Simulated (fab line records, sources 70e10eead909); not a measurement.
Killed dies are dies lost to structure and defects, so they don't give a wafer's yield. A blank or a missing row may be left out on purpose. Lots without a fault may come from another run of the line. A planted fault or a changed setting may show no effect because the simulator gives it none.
fab line records | flow nand_harc
record lots=7 wafers=21 last_day=31
route steps=1302 shown A_CONTACT@1102 A_BLC@1107
lots that met no fault: from a run of the same line without faults
start_h: hours from the record's first day to the start of the lot's first wafer shown | wait_h: hours since the lot's step before | " the same as in the row above | L1.1+2: a row that stands for several wafers | - no value, or no start given | * or withheld: withheld | < > ~ a bound
route shown NAME@n: a module of which the file shows steps, and the number in the route of the first | usual: mean/standard deviation of fault-free wafers | same: alike in all rows | chamber/n: place in a boat | sites: the reading at each site | _std_site: their standard deviation | _edge_site: outer sites' mean less inner sites' | radius_mm: how far each site lies from the wafer's centre | mask NAME#n: copy n | behind: the tool/chamber that last shaped the wafer | hold: why the lot was held/for how many hours/how that ended | device: the transistor (n, p or np) that didn't switch | end of line: the same wafers' tests at the end of the route | a step without rows: its recipe alone | killed: dies lost to structure and defects at the first sort, not the wafer's yield | map: a wafer's dies, x killed, . not, _ none there
set.NAME: the setting as run; set.NAME@STEP: as run at that earlier step | model.NAME: the simulator's own value behind a step, which no gauge read
lots at some steps of the route; a table a step, a row a wafer
services: from which hour (start_h, from the record's first day; less than 0 if before it) a tool's chamber was out of use, for how many hours, and why
## steps
# step NHARC_A_CONTACT_CVD_19
# recipe target_thk_a=3000 temp_c=300 pressure_torr=40 wf6_flow_sccm=40 h2_flow_sccm=1600 ar_flow_sccm=1560 time_s=802 material=W
# usual heater_power_w=541/31 throttle_valve_pct=8.1/0.35
# columns lot.wafer tool chamber start_h wait_h heater_power_w throttle_valve_pct
L572.2 cvd_w-01 0 - - 484 7.5
L572.3 " 1 " " 573 8.1
L572.6 " 0 " " 464 7.4
L579.2 cvd_w-02 0 - - 546 8.9
L579.3 " 1 " " 549 8.2
L579.4 " 0 " " 528 8.6
L578.4 cvd_w-02 0 - - 542 8.3
L578.5 " 1 " " 549 8.2
L578.6 " 0 " " 540 8.7
L581.1 cvd_w-02 1 - - 533 8.2
L581.3 " 0 " " 533 8.7
L581.5 " 0 " " 536 8.4
L580.1 cvd_w-01 1 - - 585 7.9
L580.2 " 0 " " 467 7.7
L580.5 " 0 " " 477 7.4
L587.3 cvd_w-02 0 - - 552 8.4
L587.5 " 1 " " 545 8.0
L587.6 " 0 " " 547 8.3
L588.1 cvd_w-02 1 705.60 0.2 540 7.7
L588.2 " 0 " " 545 8.4
L588.6 " 1 " " 546 7.8
# step NHARC_A_CONTACT_CMP_20
# recipe t_overpolish_s=30 target_thk_nm=300
# usual motor_current_A=11.7/0.98 overpolish_run_s=29.999/0.0089 time_to_endpoint_s=60/3.2
# columns lot.wafer tool chamber start_h wait_h motor_current_A overpolish_run_s time_to_endpoint_s
L572.2 cmp-04 3 546.31 0.7 10.6 29.998 59
L572.3 " 1 " " 12.1 30.009 56
L572.6 " 2 " " 11.7 29.987 55
L579.2 cmp-03 1 605.04 0.6 11.4 29.990 63
L579.4 " 2 " " 11.1 29.990 65
L579.3 " 3 " " 10.7 29.994 61
L578.4 cmp-04 2 608.57 0.4 11.8 29.999 64
L578.5 " 1 " " 12.7 30.003 64
L578.6 " 2 " " 11.9 30.004 63
L581.1 cmp-02 1 610.68 0.8 11.9 29.999 59
L581.3 " 3 " " 13.2 30.000 65
L581.5 " 2 " " 10.9 30.008 62
L580.2 cmp-02 1 614.56 0.7 11.7 30.001 64
L580.1 " 3 " " 13.4 30.003 65
L580.5 " 1 " " 12.3 29.998 67
L587.3 cmp-03 1 690.07 0.5 11.7 29.986 65
L587.5 " 2 " " 11.0 29.988 63
L587.6 " 3 " " 11.5 30.006 60
L588.1 cmp-04 1 706.47 0.7 12.2 29.978 60
L588.2 " 3 " " 10.7 29.988 65
L588.6 " 1 " " 12.2 29.976 59
# step NHARC_A_CONTACT_SRD_22
# step NHARC_A_CONTACT_INSPECT_23
# usual raw_defect_count=511/150
# columns lot.wafer tool chamber start_h wait_h raw_defect_count
L572.2 defect_inspect-01 - 546.71 0.1 364
L572.3 " - " " 358
L572.6 " - " " 444
L579.2 defect_inspect-02 - 605.44 0.1 589
L579.3 " - " " 608
L579.4 " - " " 602
L578.4 defect_inspect-02 - 608.98 0.1 508
L578.5 " - " " 442
L578.6 " - " " 783
L581.1 defect_inspect-02 - 611.08 0.1 320
L581.3 " - " " 360
L581.5 " - " " 371
L580.1 defect_inspect-02 - 614.96 0.1 498
L580.2 " - " " 552
L580.5 " - " " 377
L587.3 defect_inspect-01 - 690.40 0.1 577
L587.5 " - " " 450
L587.6 " - " " 534
L588.1 defect_inspect-01 - 706.87 0.1 478
L588.2 " - " " 484
L588.6 " - " " 737
# step NHARC_A_BLC_DEHYDRATE_00
# recipe temp_c=150 time_s=120
# step NHARC_A_BLC_HMDS_01
# recipe time_s=30
# step NHARC_A_BLC_COAT_02
# recipe temp_c=260 time_s=75
# step NHARC_A_BLC_COAT_03
# recipe temp_c=225 time_s=65
# step NHARC_A_BLC_COAT_04
# recipe spin_rpm=1500 resist_thk_nm=90
# step NHARC_A_BLC_SOFTBAKE_05
# recipe temp_c=105 time_s=55
# step NHARC_A_BLC_EBR_06
# step NHARC_A_BLC_EXPOSE_07
# recipe na=1.35 target_cd_nm=100 dose_mj=67.97 mask_id=A_BLC
# usual exposure_dose_mJ_cm2=67.88/0.066 focus_offset_nm=0.0/0.48
# columns lot.wafer tool chamber start_h wait_h mask exposure_dose_mJ_cm2 focus_offset_nm
L572.2 arfi_scanner-02 0 547.09 - A_BLC#0 67.84 -0.2
L572.3 " 0 " " A_BLC#0 67.86 -0.1
L572.6 " 0 " " A_BLC#0 67.92 0.2
L579.2 arfi_scanner-03 - 605.82 - A_BLC#0 - -
L579.3 " - " " A_BLC#0 - -
L579.4 " - " " A_BLC#0 - -
L578.4 arfi_scanner-02 - 609.36 - A_BLC#0 - -
L578.5 " - " " A_BLC#0 - -
L578.6 " - " " A_BLC#0 - -
L581.1 arfi_scanner-02 - 611.32 - A_BLC#0 - -
L581.3 " - " " A_BLC#0 - -
L581.5 " - " " A_BLC#0 - -
L580.1 arfi_scanner-02 0 615.21 - A_BLC#0 67.86 0.4
L580.2 " 0 " " A_BLC#0 67.91 1.0
L580.5 " 0 " " A_BLC#0 67.86 0.4
L587.3 arfi_scanner-01 0 690.65 - A_BLC#0 67.91 -0.6
L587.5 " 0 " " A_BLC#0 67.87 1.0
L587.6 " 0 " " A_BLC#0 67.86 0.5
L588.1 arfi_scanner-03 0 707.11 - A_BLC#0 67.94 0.0
L588.2 " 0 " " A_BLC#0 67.95 0.4
L588.6 " 0 " " A_BLC#0 67.86 -0.2
# step NHARC_A_BLC_PEB_08
# recipe peb_temp_c=100 peb_time_s=65
## services
# columns tool chamber start_h hours kind
cmp-02 - 526.50 4.0 pm
arfi_scanner-03 - 540.00 4.0 pm
arfi_scanner-01 - 541.65 1.2 repair
arfi_scanner-03 - 545.37 2.5 repair
cvd_w-01 - 547.33 13.0 pm
cmp-03 - 554.00 4.0 pm
arfi_scanner-02 - 555.84 3.2 repair
cmp-04 - 590.75 2.5 repair
arfi_scanner-02 - 592.41 7.0 repair
arfi_scanner-03 - 593.18 3.6 repair
cmp-04 - 601.00 4.0 pm
arfi_scanner-02 - 612.25 0.6 repair
cmp-02 - 617.47 0.8 repair
cvd_w-01 - 621.51 8.1 repair
cmp-02 - 624.51 4.0 pm
cvd_w-02 - 631.00 13.0 pm
cmp-04 - 641.33 1.7 repair
arfi_scanner-02 - 644.13 1.1 repair
cmp-03 - 652.00 4.0 pm
cvd_w-02 0 653.13 3.5 repair
cmp-02 - 653.37 2.1 repair
arfi_scanner-02 - 656.00 4.0 pm
arfi_scanner-03 - 688.55 0.9 repair
cmp-04 - 699.00 4.0 pm
## key
first_sign step=NHARC_A_BLC_EXPOSE_07 reading=tool_record direction=missing
effect none on later readings
met_at NHARC_A_BLC_EXPOSE_07
struck_wafers L578.4,L578.5,L578.6,L579.2,L579.3,L579.4,L581.1,L581.3,L581.5
later_rows_left_out L578.4,L578.5,L578.6,L579.2,L579.3,L579.4,L581.1,L581.3,L581.5
sort_left_out L578.4,L578.5,L578.6,L579.2,L579.3,L579.4,L581.1,L581.3,L581.5
tester_left_out L578,L579,L581
onset_between 547.09 605.82
fault kind=skipped_step_whole tool=arfi_scanner-02,arfi_scanner-03 chamber=- onset_h=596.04 steps=NHARC_A_BLC_EXPOSE_07 scope=struck_lots_only
# tester_left_out: of these lots the tester's yield and bins aren't shown, on N5 and GAA mostly nor the transistor test; their killed dies are dies lost to structure and defects alone, not to doping, threshold or leakage, so they don't give the yield
# sort_left_out: the simulated sort isn't trusted on such a fault, so these wafers' sort isn't shown, and their yield isn't known
# later_rows_left_out: the simulator's readings of these wafers behind a module that went badly wrong aren't trusted and aren't shown, but for the sort
